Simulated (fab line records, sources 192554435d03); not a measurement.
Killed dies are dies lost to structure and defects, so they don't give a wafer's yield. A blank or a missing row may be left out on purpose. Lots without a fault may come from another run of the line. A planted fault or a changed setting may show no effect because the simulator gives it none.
A struck lot beside a sound one | flow n5_finfet | 14 steps out of a route of 1938
Sound: wafers L146.1, L146.4, L146.5. Struck: wafers L150.2, L150.4, L150.6. The cause comes at the end.
At each step with rows: each side's tool, then ch and its chambers, then its first start. Under that, the readings that differ: sound wafers | struck wafers | difference of the means | sigmas: that difference in standard deviations of wafers without a fault.
alike: readings whose means differ by less than 2 such deviations, and words and numbers that are the same on both sides. not compared: withheld readings, readings that some wafer has no value for, bounds like >300 that may hide the same value, and numbers for which the record gives no deviation and whose values overlap.
The two part at a step that has a row with sigmas, a row that says differs or no value, or rows on one side only. Numbers that don't overlap but have no deviation are shown without sigmas and don't part them. A reading that every wafer of one side lacks parts them only if that side has two wafers or more.

first, 2 steps without rows for these wafers: N5_BEOL_M4_STRIP_65 (strips in N2/H2); N5_BEOL_M4_STRIP_75 (strips in N2/H2).
N5_BEOL_M4_STRIP_66: strips in CF4.
  sound on rie_diel-01 ch 0,1, day 7 14:47; struck on rie_diel-06 ch 0,1,2, day 8 05:41
  alike: bias_power_w, drypump_motor_current_A, oes_product_au, power_w, rf_vpp_V, showerhead_plenum_p_Torr, throttle_valve_pct
  not compared: rf_hours_counter_h
N5_BEOL_M4_HM_OPEN_17: chemistry Cl2/BCl3, target TiN, target depth 20 nm, overetch 6 nm.
  sound on rie_metal-03 ch 0, day 7 14:49; struck on rie_metal-01 ch 0,1, day 8 05:44
  alike: drypump_motor_current_A, oes_product_au, throttle_valve_pct
  not compared: rf_hours_counter_h
N5_BEOL_M4_STRIP_19: strips in O2.
  sound on rie_diel-06 ch 0,2, day 7 15:01; struck on rie_diel-06 ch 0,2,3, day 8 05:50
  alike: drypump_motor_current_A, oes_product_au, rf_vpp_V, showerhead_plenum_p_Torr, throttle_valve_pct
  not compared: rf_hours_counter_h
N5_BEOL_M4_CD_MEAS_18: pitch 36 nm, target cd 18 nm.
  sound on cd_sem-03, day 7 15:05; struck on cd_sem-03, day 8 05:55
  alike: cd_nm
then, 6 steps without rows for these wafers: N5_BEOL_M4_COAT_67 (time 60 s, resist thk 60 nm); N5_BEOL_M4_COAT_68 (time 60 s, resist thk 12 nm); N5_BEOL_M4_COAT_76 (time 60 s, resist thk 5 nm); N5_BEOL_M4_COAT_22 (resist thk 30 nm); N5_BEOL_M4_EBR_24; N5_BEOL_M4_SOFTBAKE_23 (time 60 s).
N5_BEOL_M4_EXPOSE_25: exposes mask V3, defocus 5 nm.
  sound on euv_scanner-02 ch 0, day 7 15:16; struck on euv_scanner-02, day 8 06:13
  no value came back on the struck wafers for dipole_opening_deg (degrees), exposure_dose_mJ_cm2; on the sound wafers dipole_opening_deg (degrees) reads 30 30 30
  alike: mask
then, 1 step without rows for these wafers: N5_BEOL_M4_PEB_26 (peb time 60 s).

WHERE THEY PART
Only at N5_BEOL_M4_EXPOSE_25, within this record.

WHY: what the simulator had put in
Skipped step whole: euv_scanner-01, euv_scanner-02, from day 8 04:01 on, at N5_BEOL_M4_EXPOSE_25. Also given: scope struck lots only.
